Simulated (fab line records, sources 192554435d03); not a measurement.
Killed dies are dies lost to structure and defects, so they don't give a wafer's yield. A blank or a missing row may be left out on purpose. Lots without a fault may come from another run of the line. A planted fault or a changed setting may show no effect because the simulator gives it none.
A struck lot beside a sound one | flow n5_finfet | 27 steps out of a route of 1938
Sound: wafers L973.3, L973.4, L973.6. Struck: wafers L976.4, L976.5, L976.6. The cause comes at the end.
At each step with rows: each side's tool, then ch and its chambers, then its first start. Under that, the readings that differ: sound wafers | struck wafers | difference of the means | sigmas: that difference in standard deviations of wafers without a fault.
alike: readings whose means differ by less than 2 such deviations, and words and numbers that are the same on both sides. not compared: withheld readings, readings that some wafer has no value for, bounds like >300 that may hide the same value, and numbers for which the record gives no deviation and whose values overlap.
The two part at a step that has a row with sigmas, a row that says differs or no value, or rows on one side only. Numbers that don't overlap but have no deviation are shown without sigmas and don't part them. A reading that every wafer of one side lacks parts them only if that side has two wafers or more.

first, 11 steps without rows for these wafers: N5_BEOL_M1_STRIP_65 (strips in N2/H2); N5_BEOL_M1_STRIP_75 (strips in N2/H2); N5_BEOL_M1_STRIP_66 (strips in CF4); N5_BEOL_M1_HM_OPEN_17 (chemistry Cl2/BCl3, target TiN, target depth 20 nm, overetch 6 nm); N5_BEOL_M1_STRIP_19 (strips in O2); N5_BEOL_M1_COAT_67 (time 60 s, resist thk 60 nm); N5_BEOL_M1_COAT_68 (time 60 s, resist thk 12 nm); N5_BEOL_M1_COAT_76 (time 60 s, resist thk 5 nm); N5_BEOL_M1_COAT_22 (resist thk 30 nm); N5_BEOL_M1_EBR_24; N5_BEOL_M1_SOFTBAKE_23 (time 60 s).
N5_BEOL_M1_EXPOSE_25: exposes mask V0, defocus 5 nm, target cd 24 nm.
  sound on euv_scanner-01 ch 0, day 10 02:35; struck on euv_scanner-01 ch 0, day 10 19:32
  reading              | sound             | struck            | difference | sigmas
  exposure_dose_mJ_cm2 | 63.03 62.96 63.07 | 59.54 59.65 59.61 | -3.42      | -53
  alike: mask
then, 2 steps without rows for these wafers: N5_BEOL_M1_PEB_26 (peb time 60 s); N5_BEOL_M1_DEVELOP_27 (develop time 30 s).
N5_BEOL_M1_CD_MEAS_28: target cd y 23.3 nm.
  sound on cd_sem-01 ch 0, day 10 02:43; struck on cd_sem-03 ch 0, day 10 19:39
  reading    | sound             | struck            | difference | sigmas
  cd_nm (nm) | 24.50 23.88 24.16 | 22.70 22.96 23.12 | -1.25      | -5
then, 8 steps without rows for these wafers: N5_BEOL_M1_DESCUM_33 (chemistry O2, time 7 s); N5_BEOL_M1_ETCH_77 (etches underlayer in N2/H2, target depth 6.5 nm, time 5.2 s); N5_BEOL_M1_ETCH_69 (etches SiARC in CF4, target depth 15.6 nm, time 26 s); N5_BEOL_M1_ALD_98 (deposits SiO2, target thk 2.5 nm, pulse time 1 s, co reactant pulse time 1 s); N5_BEOL_M1_ETCHBACK_99 (etches SiO2 in CHF3, target depth 5 nm, time 10.4 s); N5_BEOL_M1_ETCH_70 (etches SOC in N2/H2, target depth 80 nm, overetch 16 nm, time 120 s); N5_BEOL_M1_STRIP_71 (strips in N2/H2); N5_BEOL_M1_STRIP_78 (strips in N2/H2).
N5_BEOL_M1_VIA_ETCH_34: etches the open film in C4F6/O2, target depth 67.8 nm, time 64.4 s.
  sound on rie_diel-05 ch 1,2,3, day 10 03:25; struck on rie_diel-03 ch 0,2,3, day 10 23:43
  reading                  | sound          | struck       | difference | sigmas
  model.BEOL_M1.cd_nm (nm) | 18.2 17.8 17.6 | 17 16.8 17.4 | -1         |
  alike: bias_w, drypump_motor_current_A, oes_product_au, rf_fwd_power_W, rf_vpp_V, showerhead_plenum_p_Torr, throttle_valve_pct
  not compared: rf_hours_counter_h
then, 1 step without rows for these wafers: N5_BEOL_M1_STRIP_83 (strips in C4F6/O2).
N5_BEOL_M4_RC_MEAS_101:
  sound on prober-02 ch 0, day 12 06:32; struck on prober-02 ch 0, day 12 22:37
  reading       | sound          | struck         | difference | sigmas
  DIBL_N (mV/V) | 38.1 38.1 38.0 | 35.9 33.8 34.6 | -3.3       | -2
  alike: DIBL_P, IOFF_N, IOFF_P, ION_N, ION_P, SS_N, SS_P, VT_N, VT_P
-- the record jumps here: 5 days lie between the struck wafers' starts before and after (it left off in module BEOL_M4 and takes up again in module PASSIVATION, whose first step shown is number 1936 of the route) --
N5_PASSIVATION_PROBE_49:
  the record has rows for the struck wafers here (prober-01, day 17 12:06) and none for the sound ones

WHERE THEY PART
First at N5_BEOL_M1_EXPOSE_25; last, within this record, at N5_PASSIVATION_PROBE_49.

WHY: what the simulator had put in
Process parameter drift: euv_scanner-01, from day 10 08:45 on, at N5_BEOL_M1_EXPOSE_25. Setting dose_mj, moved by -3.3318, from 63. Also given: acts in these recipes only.
